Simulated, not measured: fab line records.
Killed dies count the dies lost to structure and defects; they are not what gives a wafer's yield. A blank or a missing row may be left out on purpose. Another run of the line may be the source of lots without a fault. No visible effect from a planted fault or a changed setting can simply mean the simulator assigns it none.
Lot-split experiment	flow n5-finfet	21 wafers read from 7 lots, route of 1938 steps

THE SPLIT ITSELF
At N5_BEOL_M9_EXPOSE_08 (exposes mask M9), the setting dose-mj was moved away from the recipe's 53.75 on 8 of the 21 wafers read, by -7.2% to +3.5%. For the rest of the wafers, this setting stayed at what the recipe calls for.

FROM THE SPLIT TO THE READING: what the file shows between them, 10 steps
- N5_BEOL_M9_PEB_09: peb time 60 s
- N5_BEOL_M9_DEVELOP_10: develop time 30 s
- N5_BEOL_M9_CD_MEAS_11: target cd 64.1 nm
- N5_BEOL_M9_DESCUM_16: chemistry O2, time 7.9 s
- N5_BEOL_M9_ETCH_61: etches SiARC in CF4, target depth 39 nm, time 65 s
- N5_BEOL_M9_ETCH_62: etches SOC in N2/H2, target depth 110 nm, overetch 22 nm, time 165 s
- N5_BEOL_M9_STRIP_68: strips in N2/H2
- N5_BEOL_M9_STRIP_67: strips in CF4
- N5_BEOL_M9_HM_OPEN_17: chemistry Cl2/BCl3, target TiN, target depth 20 nm, overetch 6 nm
- N5_BEOL_M9_STRIP_19: strips in O2

THE READING
cd-nm, in nm, at N5_BEOL_M9_CD_MEAS_18 (pitch 140 nm, target cd 70 nm). Typical for fault-free wafers on this fab line: 70.0 nm, with standard deviation 0.74 nm.

wafer	tool, chamber at the split	dose-mj as run	against the recipe	cd-nm, nm	against lot-mates on the recipe
L077.4	arfi-scanner-03, 0	53.75	recipe	69.7	-
L077.5	arfi-scanner-03, 0	53.75	recipe	70.1	-
L077.6	arfi-scanner-03, 0	53.75	recipe	70.0	-
L076.3	arfi-scanner-02, 0	53.75	recipe	69.9	-
L076.4	arfi-scanner-02, 0	53.75	recipe	71.4	-
L076.5	arfi-scanner-02, 0	49.86	-7.2%	65.7	-5.0
L083.1	arfi-scanner-01, 0	53.75	recipe	71.2	-
L083.5	arfi-scanner-01, 0	53.75	recipe	70.7	-
L083.6	arfi-scanner-01, 0	53.75	recipe	70.6	-
L085.1	arfi-scanner-01, 0	53.75	recipe	71.4	-
L085.2	arfi-scanner-01, 0	55.48	+3.2%	73.1	+2.5
L085.4	arfi-scanner-01, 0	53.75	recipe	69.7	-
L088.1	arfi-scanner-02, 0	51.99	-3.3%	68.4	-1.9
L088.2	arfi-scanner-02, 0	51.99	-3.3%	67.5	-2.8
L088.3	arfi-scanner-02, 0	53.75	recipe	70.3	-
L090.1	arfi-scanner-03, 0	51.39	-4.4%	68.3	-2.3
L090.2	arfi-scanner-03, 0	53.75	recipe	70.6	-
L090.3	arfi-scanner-03, 0	51.39	-4.4%	67.5	-3.1
L092.1	arfi-scanner-01, 0	55.61	+3.5%	72.3	+3.0
L092.2	arfi-scanner-01, 0	55.61	+3.5%	70.6	+1.3
L092.6	arfi-scanner-01, 0	53.75	recipe	69.3	-

THE FIT
A straight line over all 21 wafers: cd-nm changes by +0.588 nm for each +1% of dose-mj; r = +0.91; the points scatter about the line by 0.75 nm.
The same after taking each lot's own level away (the mean of its wafers on the recipe; 21 wafers): +0.669 nm for each +1%; r = +0.96; scatter 0.53 nm.
The reading moves by 4.8 nm for the largest change in dose-mj, on that fit.
Across the lots, their own levels run from 69.30 to 70.83 nm, a range of 2.1 times the standard deviation given above.
Thus the slope moves with the lot-to-lot level: the two fits are different.
Check: for one of the wafers moved furthest among these (-7.2%), held out of the fit, the line's prediction against its lot-mates is -4.77 nm. It came out at -4.95 nm against them.

THE OTHER SPLITS THESE WAFERS WENT THROUGH
Before the reading, these wafers also passed through other splits. Each is held against what the fit with the lots' levels taken away leaves over:
other split on the same wafers	wafers away from the commonest value	r with cd-nm (lot level and that fit taken away)
N5_BEOL_M7_TRENCH_ETCH_37 time-s	4	-0.02
N5_BEOL_M8_COAT_22 spin-rpm	7	+0.04
N5_BEOL_M8_DESCUM_33 time-s	7	-0.17
N5_BEOL_M9_COAT_59 spin-rpm	6	+0.25

THE WHOLE CHAIN: every reading that the file lists as answering this split, in the file's order
step	what it does	reading	change (the file's fit)	r (the file's)
N5_BEOL_M9_CD_MEAS_11	target cd 64.1 nm	cd-nm	+0.533 nm for each +1% of the setting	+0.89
N5_BEOL_M9_ETCH_61	etches SiARC in CF4, target depth 39 nm, time 65 s	BEOL_M9.cd-offset-nm (the simulator's own value, which no gauge read)	+0.623 nm for each +1% of the setting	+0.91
N5_BEOL_M9_ETCH_62	etches SOC in N2/H2, target depth 110 nm, overetch 22 nm, time 165 s	BEOL_M9.cd-offset-nm (the simulator's own value, which no gauge read)	+0.636 nm for each +1% of the setting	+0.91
N5_BEOL_M9_CD_MEAS_18	pitch 140 nm, target cd 70 nm	cd-nm	+0.674 nm for each +1% of the setting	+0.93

THE FILE'S OWN FIT
cd-nm changes by +0.674 nm for each +1% of dose-mj, r = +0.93.
